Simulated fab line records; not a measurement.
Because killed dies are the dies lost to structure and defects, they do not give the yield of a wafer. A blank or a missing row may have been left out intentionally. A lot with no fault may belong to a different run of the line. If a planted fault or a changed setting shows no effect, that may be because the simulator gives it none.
Which of the tools did it? || flow n5Finfet || 72 wafers sampled from 24 lots at 1 step of a route of 1938

## WHAT EACH GAUGE READ, for each wafer
N5_BEOL_M2_CD_MEAS_28: target cd 26.2 nm, target cd y 24.1 nm. Usual: cdNm at 26.24 nm, with a standard deviation of 0.23.
{"lot": "L074", "measured": "day 6 16:35", "on": "cdSem-02", "cdNm (nm)": "26.46 26.60 26.43", "flag": ""}
{"lot": "L075", "measured": "day 6 16:41", "on": "cdSem-03", "cdNm (nm)": "26.11 26.31 26.31", "flag": ""}
{"lot": "L076", "measured": "day 6 18:31", "on": "cdSem-02", "cdNm (nm)": "26.35 26.19 26.28", "flag": ""}
{"lot": "L077", "measured": "day 7 04:58", "on": "cdSem-02", "cdNm (nm)": "25.82 26.10 26.67", "flag": ""}
{"lot": "L078", "measured": "day 7 13:09", "on": "cdSem-02", "cdNm (nm)": "26.17 26.23 26.28", "flag": ""}
{"lot": "L079", "measured": "day 7 17:10", "on": "cdSem-03", "cdNm (nm)": "26.32 26.68 26.44", "flag": ""}
{"lot": "L080", "measured": "day 8 07:04", "on": "cdSem-03", "cdNm (nm)": "26.11 26.05 26.26", "flag": ""}
{"lot": "L081", "measured": "day 8 16:49", "on": "cdSem-03", "cdNm (nm)": "26.09 26.35 26.10", "flag": ""}
{"lot": "L082", "measured": "day 8 18:05", "on": "cdSem-01", "cdNm (nm)": "26.20 26.47 26.66", "flag": ""}
{"lot": "L083", "measured": "day 8 18:55", "on": "cdSem-02", "cdNm (nm)": "25.97 26.26 26.05", "flag": ""}
{"lot": "L084", "measured": "day 9 01:05", "on": "cdSem-03", "cdNm (nm)": "26.20 26.59 26.67", "flag": ""}
{"lot": "L085", "measured": "day 9 12:39", "on": "cdSem-02", "cdNm (nm)": "26.01 26.09 26.28", "flag": ""}
{"lot": "L086", "measured": "day 9 15:55", "on": "cdSem-01", "cdNm (nm)": "26.04 26.10 26.14", "flag": ""}
{"lot": "L087", "measured": "day 9 21:26", "on": "cdSem-03", "cdNm (nm)": "26.42 26.66 26.23", "flag": ""}
{"lot": "L088", "measured": "day 10 00:40", "on": "cdSem-03", "cdNm (nm)": "26.30 26.10 25.89", "flag": ""}
{"lot": "L089", "measured": "day 10 06:19", "on": "cdSem-03", "cdNm (nm)": "26.24 26.46 26.07", "flag": ""}
{"lot": "L090", "measured": "day 10 14:05", "on": "cdSem-02", "cdNm (nm)": "25.95 26.94 26.36", "flag": ""}
{"lot": "L091", "measured": "day 10 16:02", "on": "cdSem-03", "cdNm (nm)": "26.17 26.29 26.34", "flag": ""}
{"lot": "L092", "measured": "day 11 01:22", "on": "cdSem-02", "cdNm (nm)": "25.94 25.87 25.90", "flag": ""}
{"lot": "L094", "measured": "day 11 15:26", "on": "cdSem-02", "cdNm (nm)": "26.31 26.35 26.46", "flag": ""}
{"lot": "L093", "measured": "day 11 18:19", "on": "cdSem-02", "cdNm (nm)": "26.01 26.09 26.58", "flag": ""}
{"lot": "L095", "measured": "day 12 02:59", "on": "cdSem-01", "cdNm (nm)": "26.26 26.10 26.19", "flag": ""}
{"lot": "L096", "measured": "day 12 04:11", "on": "cdSem-03", "cdNm (nm)": "26.15 26.06 26.21", "flag": ""}
{"lot": "L097", "measured": "day 12 08:47", "on": "cdSem-01", "cdNm (nm)": "25.74 25.90 26.16", "flag": ""}

## WHICH TOOL RAN EACH LOT (tool, then ch and the chambers of the sampled wafers, then the start)
Record: no process step prior to these readings.

## WHAT THE TOOLS THEMSELVES READ (means of the sampled wafers that have a number; where no wafer has one, the mark that the record gives instead)
The record holds no such reading with a usual standard deviation.

## THE ANSWER, worked out from the rows above alone
Rule: take the mean of a lot's wafers that have a number; if it is more than 3 standard deviations from the usual mean, the lot is off. A lot without any number at a reading at which 4 lots or more have one is off too. All remaining lots with rows at the step are treated as sound. First the gauges in route order, then the tools' own readings, where a lot's mean is used as printed above. The first step at which some lot is off is used, and at that step the reading that is off furthest; a lot without a number counts as furthest.
Nothing can be told from this: no lot is off at any reading shown.

## WHAT THE SIMULATOR PUT IN
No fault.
